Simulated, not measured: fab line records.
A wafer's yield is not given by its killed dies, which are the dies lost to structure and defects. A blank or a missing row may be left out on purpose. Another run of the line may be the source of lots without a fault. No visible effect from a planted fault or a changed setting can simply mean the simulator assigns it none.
8D (eight disciplines) problem report, filled in by code	flow n5-finfet	the parts of the form that need people (team, actions taken, sign-off) are left out

## 1. THE ISSUE
Across 5 wafers from 2 lots, M12_ILD_THK at N5_BEOL_M12_THK_MEAS_01 averages 748 nm, while fault-free wafers read 659 nm with a standard deviation of 8.2. Measured from the usual mean, that is +11 standard deviations.
First observed at day 15 11:55: wafer L131.1, on film-metro-02. At this step, 27 wafers from 9 lots have a number in the record. Rule for "out" (also "out of limits"): further than 4 standard deviations from the usual mean. The other wafers with a number count as sound.

## 2. WHAT THIS IS AND IS NOT
question	is	is not
which readings at this step	M12_ILD_THK	-
which lots	L131, L134	L116, L117, L123, L124, L128, L129, L130
which wafers of those lots	L131.1, L131.3, L131.5, L134.3, L134.5	L134.2
read on which gauges	film-metro-02	film-metro-01
when	from day 15 11:55	up to then (21 sound wafers); but 1 sound wafer of L134 came after

## 3. THE SUSPECTS, EACH WITH WHAT RULES IT OUT
Counting: a tool at a process step up to the reading stays a suspect if it ran every lot that is out. Sound lots after the first of them don't rule it out here, since some wafers of a struck lot are sound.
- ruled out: the gauge at N5_BEOL_M12_THK_MEAS_01. All the wafers that are out were read on film-metro-02, but those of them that N5_BEOL_M12_STRIP_63 has rows for are out there too, on other tools.
- pecvd-01 at N5_BEOL_M11_DEP_56 (deposits SiCN from 3MS/NH3, target thk 30 nm, time 10.5 s): kept. Every lot that is out went through it, the first being L131 (day 15 11:39); the last sound lot it ran before that was L117 (day 11 22:43).
- pecvd-01 at N5_BEOL_M12_ILD_DEP_00 (deposits SiOC from DEMS/O2, target thk 658.92 nm, time 130.7 s): kept. Every lot that is out went through it, the first being L131 (day 15 11:46); the last sound lot it ran before that was L130 (day 14 17:44).
After counting, pecvd-01 at N5_BEOL_M11_DEP_56 and pecvd-01 at N5_BEOL_M12_ILD_DEP_00 remain.

## 4. THE CAUSE (what the simulator had put in)
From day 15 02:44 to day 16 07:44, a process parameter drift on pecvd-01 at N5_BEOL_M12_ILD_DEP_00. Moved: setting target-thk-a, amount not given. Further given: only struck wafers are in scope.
Counting left 2 suspects, and this tool is among them.

## 5. THE EFFECT CHAIN, in route order
Each row: a reading whose mean over the struck wafers that have a number lies more than 3 standard deviations from the usual. Scope: only readings with a usual standard deviation given in the record; hours: median across lots of the time from each lot's start at the first step in this table that gives one to its start at this step; sigmas: change in usual standard deviations.
hours	step	reading	usual	on struck wafers	change	sigmas
0	N5_BEOL_M12_THK_MEAS_01	M12_ILD_THK	659 nm	748	+89	+11
1	N5_BEOL_M12_STRIP_63	strip-time-to-endpoint-s	42.6 s	35.5	-7.1	-9.3
The process steps in it:
- N5_BEOL_M12_STRIP_63: strips in N2/H2.

## 6. WHAT WOULD HAVE CAUGHT IT SOONER
Counted from the fault's start at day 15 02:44, it took 9 hours until the first out-of-limits reading at a measuring or inspecting step in this record, taken at day 15 11:55.
Tool readings at N5_BEOL_M12_ILD_DEP_00 with a usual standard deviation given in the record: none out on any struck wafer, hence no alarm at a limit of 4 standard deviations on them.
L134, from the lots that are out (2), started N5_BEOL_M12_ILD_DEP_00 on pecvd-01 later than day 15 11:55. It would have been spared by a hold on the tool at that moment.
